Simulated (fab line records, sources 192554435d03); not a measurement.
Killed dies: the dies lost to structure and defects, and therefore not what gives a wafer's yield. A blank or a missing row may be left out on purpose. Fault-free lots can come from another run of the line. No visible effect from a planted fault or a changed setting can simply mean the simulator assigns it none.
Matching of chambers	flow n5-finfet	N5_HKMG_FIN_ETCH_86 on rie-diel-06: 4 sister chambers
The step etches SOC in N2/H2, stops on TiN, target depth 393.2 nm. 16 wafers are shown with their chamber, then 8 later ones without.

WAFERS, EACH WITH ITS CHAMBER
wafer	chamber	drypump-motor-current-A (A)	throttle-valve-pct (%)	showerhead-plenum-p-Torr (Torr)
L076.3	3	5.5	18.26	2.45
L076.5	0	5.6	17.68	2.55
L076.6	1	4.9	18.01	2.46
L080.2	3	5.5	18.26	2.44
L080.3	1	4.9	18.02	2.45
L080.6	3	5.5	18.27	2.45
L082.4	0	5.6	17.71	2.54
L082.5	2	6.6	17.86	2.41
L082.6	3	5.4	18.26	2.44
L083.4	1	4.8	18.02	2.45
L083.5	2	6.6	17.86	2.41
L083.6	1	4.8	18.02	2.45
L084.3	2	6.6	17.86	2.41
L084.4	0	5.6	17.71	2.54
L084.5	3	5.5	18.28	2.44
L090.1	0	5.6	17.74	2.53

SIGNATURES (averages over the wafers above)
reading	chamber 0	chamber 1	chamber 2	chamber 3	scatter within a chamber
drypump-motor-current-A	5.600	4.850	6.600	5.480	0.0387
throttle-valve-pct	17.7100	18.0175	17.8600	18.2660	0.0135
showerhead-plenum-p-Torr	2.5400	2.4525	2.4100	2.4440	0.00574
Rule: for a wafer and a chamber, the distance is found by dividing, reading by reading, the gap between the wafer's reading and the chamber's mean by the reading's scatter, squaring, summing and taking the root. The wafer belongs to the nearest chamber; if the next one is less than 2 further off, it can't be placed. The scatter: take each reading less its chamber's mean, square it, sum over the shown wafers, divide by the number of wafers less the number of chambers, and take the root.

WAFERS WHOSE CHAMBER IS MISSING
wafer	drypump-motor-current-A (A)	throttle-valve-pct (%)	showerhead-plenum-p-Torr (Torr)
L090.3	5.5	18.31	2.43
L090.5	4.9	18.07	2.44
L093.2	5.5	18.30	2.43
L093.3	4.9	18.08	2.44
L093.5	4.9	18.06	2.44
L096.1	4.9	18.09	2.44
L096.2	5.5	18.33	2.43
L096.5	5.6	17.78	2.53

THE CHAMBER EACH PASSED THROUGH
wafer	from the rows above	in truth
L090.3	3	3
L090.5	1	1
L093.2	3	3
L093.3	1	1
L093.5	1	1
L096.1	1	1
L096.2	3	3
L096.5	0	0
Correct placement for 8 of the 8. From these rows, 0 cannot be placed. Placed wrongly: 0.
